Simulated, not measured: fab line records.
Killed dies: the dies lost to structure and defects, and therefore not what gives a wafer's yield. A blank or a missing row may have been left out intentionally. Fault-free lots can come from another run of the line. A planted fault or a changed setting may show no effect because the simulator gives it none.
Problem report in the 8D (eight disciplines) form, filled by code + flow n5-finfet + the parts of the form that need people (team, actions taken, sign-off) are left out

1. WHAT IS WRONG
A mean of 128 is read at N5_PASSIVATION_PROBE_49 for killed_at_M0_to_M3, taken on 1 wafer of 1 lot, against 33 (standard deviation 11) on wafers free of any fault. Measured from the usual mean, that is +8.6 standard deviations.
Seen first at day 19 12:38 on prober-01, wafer L669.2. The record has a number at this step for 10 wafers belonging to 5 lots. Rule for "out" (also "out of limits"): further than 4 standard deviations from the usual mean. The rest of the wafers with a number are treated as sound.

2. WHAT IT IS, AND WHAT IT ISN'T
| question                    | is                                                                      | is not                                                                                                                  |
|-----------------------------|-------------------------------------------------------------------------|-------------------------------------------------------------------------------------------------------------------------|
| which readings at this step | killed_at_M0_to_M3, defect-limited-yield, killed-on-rim, sort-yield-pct | killed_at_M4_up, killed-at-contacts, killed-at-front-end, killed-at-other, killed-open, killed-short, sort_bin_6_memory |
| which lots                  | L669                                                                    | L660, L661, L663, L664                                                                                                  |
| which wafers of those lots  | L669.2                                                                  | L669.4, L669.6                                                                                                          |
| read on which tools         | prober-01                                                               | prober-02                                                                                                               |
| when                        | from day 19 12:38                                                       | up to then (7 sound wafers); but 2 sound wafers of L669 came after                                                      |

3. SUSPECTS, AND WHAT RULES EACH OUT
Counting: any tool at a process step up to the reading remains a suspect provided it ran every lot that is out. Sound lots after the first of them don't rule it out here, since some wafers of a struck lot are sound.
- pvd-sputter-01 at N5_BEOL_M1_SPUTTER_90 (material Cu, target thk 4.5 nm, time 8.29 s): kept. The lot that is out, L669, ran on it at day 11 13:26; the last sound lot it ran before that was L664, at day 9 21:08.
- rie-diel-06 at N5_PASSIVATION_DESCUM_12 (chemistry O2, time 7.9 s): kept. The lot that is out, L669, ran on it at day 19 05:11; the last sound lot it ran before that was L660, at day 16 11:14.
- rie-diel-06 at N5_PASSIVATION_PASS_ETCH_74 (etches SiNx in CF4/O2, target depth 220 nm, time 110 s): kept. The lot that is out, L669, ran on it at day 19 05:15; the last sound lot it ran before that was L660, at day 16 11:17.
- rie-diel-05 at N5_PASSIVATION_STRIP_34 (strips in O2): kept. The lot that is out, L669, ran on it at day 19 08:02; the last sound lot it ran before that was L661, at day 15 17:01.
- prober-01 at N5_PASSIVATION_PROBE_49: kept. It ran the lot that is out, L669 (day 19 12:38). On those wafers its own readings are out: defect-limited-yield, killed_at_M0_to_M3, killed-on-rim, sort-yield-pct.
- The sound lot-mates ran in chamber 2 of rie-diel-06 at N5_PASSIVATION_DESCUM_12, but the wafers that are out ran in chamber 1.
- The sound lot-mates ran in chamber 2 of rie-diel-06 at N5_PASSIVATION_PASS_ETCH_74, but the wafers that are out ran in chamber 1.
- In rie-diel-05 at N5_PASSIVATION_STRIP_34, the wafers that are out were processed in chamber 0 and their sound lot-mates in chambers 2, 3.
Left after counting: pvd-sputter-01 at N5_BEOL_M1_SPUTTER_90, rie-diel-06 at N5_PASSIVATION_DESCUM_12, rie-diel-06 at N5_PASSIVATION_PASS_ETCH_74, rie-diel-05 at N5_PASSIVATION_STRIP_34, prober-01 at N5_PASSIVATION_PROBE_49.

4. THE CAUSE (what the simulator had put in)
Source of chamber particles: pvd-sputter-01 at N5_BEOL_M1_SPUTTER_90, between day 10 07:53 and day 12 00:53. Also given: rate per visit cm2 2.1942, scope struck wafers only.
Counting leaves 5 suspects; this tool is one of them.

5. THE EFFECT CHAIN, in route order
Rows list readings where the struck wafers' mean (over those with a number) sits beyond 3 standard deviations from the usual. Only readings whose record carries a usual standard deviation are examined. hours: median over the lots of the time between each lot's start at the first step of this table that gives one and its start at this step. sigmas: the change, counted in usual standard deviations.
| hours | step                    | reading              | usual  | on struck wafers | change | sigmas |
|-------|-------------------------|----------------------|--------|------------------|--------|--------|
| 0     | N5_PASSIVATION_PROBE_49 | defect-limited-yield | 91.0 % | 85.3             | -5.7   | -4.1   |
| 0     | N5_PASSIVATION_PROBE_49 | killed_at_M0_to_M3   | 33     | 128              | +95    | +8.6   |
| 0     | N5_PASSIVATION_PROBE_49 | killed-dies          | 106    | 174              | +68    | +4.0   |
| 0     | N5_PASSIVATION_PROBE_49 | killed-on-rim        | 14     | 33               | +19    | +5.0   |
| 0     | N5_PASSIVATION_PROBE_49 | sort-n-pass          | 1074   | 1006             | -68    | -4.0   |
| 0     | N5_PASSIVATION_PROBE_49 | sort-yield-pct       | 91.0 % | 85.3             | -5.7   | -4.1   |
Its process steps:
- N5_PASSIVATION_PROBE_49

6. WHAT WOULD HAVE CAUGHT IT SOONER
221 hours passed between the start of the fault at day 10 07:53 and the first reading out of limits in this record, taken at day 19 12:38.
An alarm limit of 4 standard deviations would not have fired on the tool readings at N5_BEOL_M1_SPUTTER_90 for which the record gives a usual standard deviation, since none of them was out on any struck wafer.
All the lots that are out (1) had begun N5_BEOL_M1_SPUTTER_90 on pvd-sputter-01 by day 19 12:38. Holding the tool at that point would not have protected any of them.
